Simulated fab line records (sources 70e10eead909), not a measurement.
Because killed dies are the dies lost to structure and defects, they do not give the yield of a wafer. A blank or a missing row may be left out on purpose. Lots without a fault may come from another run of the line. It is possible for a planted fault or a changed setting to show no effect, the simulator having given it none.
Matching of chambers || flow nand-harc || NHARC_A_STAIRCASE_ETCH_292 on rie-diel-05 has 4 sister chambers
The step etches the open film in CF4/CHF3. 4 wafers are shown with their chamber, then 12 later ones without.

== WAFERS, EACH WITH ITS CHAMBER ==
{"wafer": "L085.6", "chamber": 1, "drypump-motor-current-A (A)": 5.2}
{"wafer": "L087.3", "chamber": 0, "drypump-motor-current-A (A)": 6.5}
{"wafer": "L087.4", "chamber": 2, "drypump-motor-current-A (A)": 5.3}
{"wafer": "L087.5", "chamber": 3, "drypump-motor-current-A (A)": 6.7}

== WAFERS MISSING THEIR CHAMBER ==
{"wafer": "L092.1", "drypump-motor-current-A (A)": 5.3}
{"wafer": "L092.5", "drypump-motor-current-A (A)": 5.3}
{"wafer": "L092.6", "drypump-motor-current-A (A)": 5.2}
{"wafer": "L094.3", "drypump-motor-current-A (A)": 5.3}
{"wafer": "L094.4", "drypump-motor-current-A (A)": 6.7}
{"wafer": "L094.5", "drypump-motor-current-A (A)": 6.5}
{"wafer": "L095.1", "drypump-motor-current-A (A)": 5.2}
{"wafer": "L095.2", "drypump-motor-current-A (A)": 6.7}
{"wafer": "L095.5", "drypump-motor-current-A (A)": 6.6}
{"wafer": "L097.2", "drypump-motor-current-A (A)": 5.3}
{"wafer": "L097.3", "drypump-motor-current-A (A)": 6.7}
{"wafer": "L097.6", "drypump-motor-current-A (A)": 6.7}

== WHICH CHAMBER EACH ONE RAN IN ==
{"wafer": "L092.1", "from the rows above": 2, "in truth": 2}
{"wafer": "L092.5", "from the rows above": 2, "in truth": 2}
{"wafer": "L092.6", "from the rows above": 1, "in truth": 1}
{"wafer": "L094.3", "from the rows above": 2, "in truth": 2}
{"wafer": "L094.4", "from the rows above": 3, "in truth": 3}
{"wafer": "L094.5", "from the rows above": 0, "in truth": 0}
{"wafer": "L095.1", "from the rows above": 1, "in truth": 1}
{"wafer": "L095.2", "from the rows above": 3, "in truth": 3}
{"wafer": "L095.5", "from the rows above": "can't be placed: 0 or 3", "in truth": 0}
{"wafer": "L097.2", "from the rows above": 2, "in truth": 2}
{"wafer": "L097.3", "from the rows above": 3, "in truth": 3}
{"wafer": "L097.6", "from the rows above": 3, "in truth": 3}
Correct placement for 11 of the 12. Not placeable from these rows: 1 (in 1, the candidates include the true chamber). 0 placed wrongly.
How it was worked out, from the rows above alone: a wafer's distance from a chamber is the root of the sum, over the readings, of the square of ((its reading less the chamber's mean) divided by the reading's scatter). The wafer belongs to the nearest chamber; if the next one is less than 2 further off, it can't be placed. For every chamber, the mean is computed from those of its wafers that are shown. The scatter: with one shown wafer a chamber, the root of the mean of the squares of how far each hidden wafer lies from its nearest shown one.
